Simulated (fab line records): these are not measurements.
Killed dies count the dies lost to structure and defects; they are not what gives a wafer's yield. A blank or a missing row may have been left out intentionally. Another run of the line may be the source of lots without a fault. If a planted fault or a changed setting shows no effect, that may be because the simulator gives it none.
A lot that was struck, set against a sound lot | flow n5-finfet | 22 out of 1938 route steps
Sound: these wafers, L398.1, L398.3, L398.6. Struck: wafer L388.2 (left out: L388.5, L388.6 of the same lot, which were not struck); the cause appears at the end.
Each step with rows lists, per side, the tool, then ch with its chambers, then its first start. Under that, the readings that differ: sound wafers | struck wafers | difference of the means | sigmas: that difference in standard deviations of wafers without a fault.
alike: words and numbers the same on both sides, and readings whose means are apart by under 2 such deviations; not compared: readings that were withheld, readings missing a value for some wafer, numbers with overlapping values and no deviation given by the record, and bounds like >300 which may hide the same value.
The two part at a step that has a row with sigmas, a row that says differs or no value, or rows on one side only. Numbers that have no deviation but don't overlap get no sigmas and don't part them. A reading missing from all wafers of one side parts the sides only when that side holds two or more wafers.

first, 9 steps without rows for these wafers: N5_MIM_BOT_LITHO_HARDBAKE_09 (time 120 s); N5_MIM_BOT_LITHO_DESCUM_10 (chemistry O2, time 7.9 s); N5_MIM_BOT_ETCH_ETCH_04 (etches SiNx in CF4/O2, target depth 26 nm, time 13 s); N5_MIM_BOT_ETCH_ETCH_03 (etches the open film in Cl2/BCl3, target depth 12 nm); N5_MIM_BOT_ETCH_ETCH_00 (etches TiN in Cl2/BCl3, target depth 45.5 nm); N5_MIM_BOT_ETCH_STRIP_01 (strips in O2); N5_MIM_BOT_ETCH_STRIP_02 (strips in post etch residue remover, time 1200 s); N5_MIM_BOT_ETCH_CLEAN_05 (cleans in IPA, time 180 s); N5_MIM_BOT_ETCH_SRD_06 (time 30 s).
N5_PASSIVATION_PECVD_55: deposits SiO2 from SiH4/N2O, target thk 400 nm, time 22.5 s.
  sound on pecvd-04 ch 0,1, day 15 13:54; struck on pecvd-03 ch 0, day 13 10:11
  alike: chamber-pressure-Torr, heater-power-w, showerhead-plenum-p-Torr, throttle-valve-pct
then, 9 steps without rows for these wafers: N5_PASSIVATION_PECVD_01 (deposits SiNx from SiH4/NH3/N2, target thk 200 nm, time 43.2 s); N5_PASSIVATION_HMDS_03 (time 60 s); N5_PASSIVATION_COAT_04; N5_PASSIVATION_EBR_06; N5_PASSIVATION_SOFTBAKE_05 (time 90 s); N5_PASSIVATION_EXPOSE_07 (exposes mask TV, defocus 0 nm, target cd 3000 nm); N5_PASSIVATION_PEB_08; N5_PASSIVATION_DEVELOP_09 (develop time 60 s); N5_PASSIVATION_HARDBAKE_11 (time 120 s).
N5_PASSIVATION_INSPECT_61: inspects for defects (macro).
  sound on defect-inspect-01, day 15 14:42; struck on defect-inspect-01, day 13 11:47
  reading          | sound | struck | difference | sigmas
  raw-defect-count | 1 5 4 | >300   | differs    |
then, 1 step without rows for these wafers: N5_PASSIVATION_DESCUM_12 (chemistry O2, time 7.9 s).
N5_PASSIVATION_PROBE_49:
  the record has rows for the struck wafers here (prober-02, day 13 18:39) and none for the sound ones

WHERE THEY PART
First at N5_PASSIVATION_INSPECT_61; last, within this record, at N5_PASSIVATION_PROBE_49.

WHY: what had been put in by the simulator
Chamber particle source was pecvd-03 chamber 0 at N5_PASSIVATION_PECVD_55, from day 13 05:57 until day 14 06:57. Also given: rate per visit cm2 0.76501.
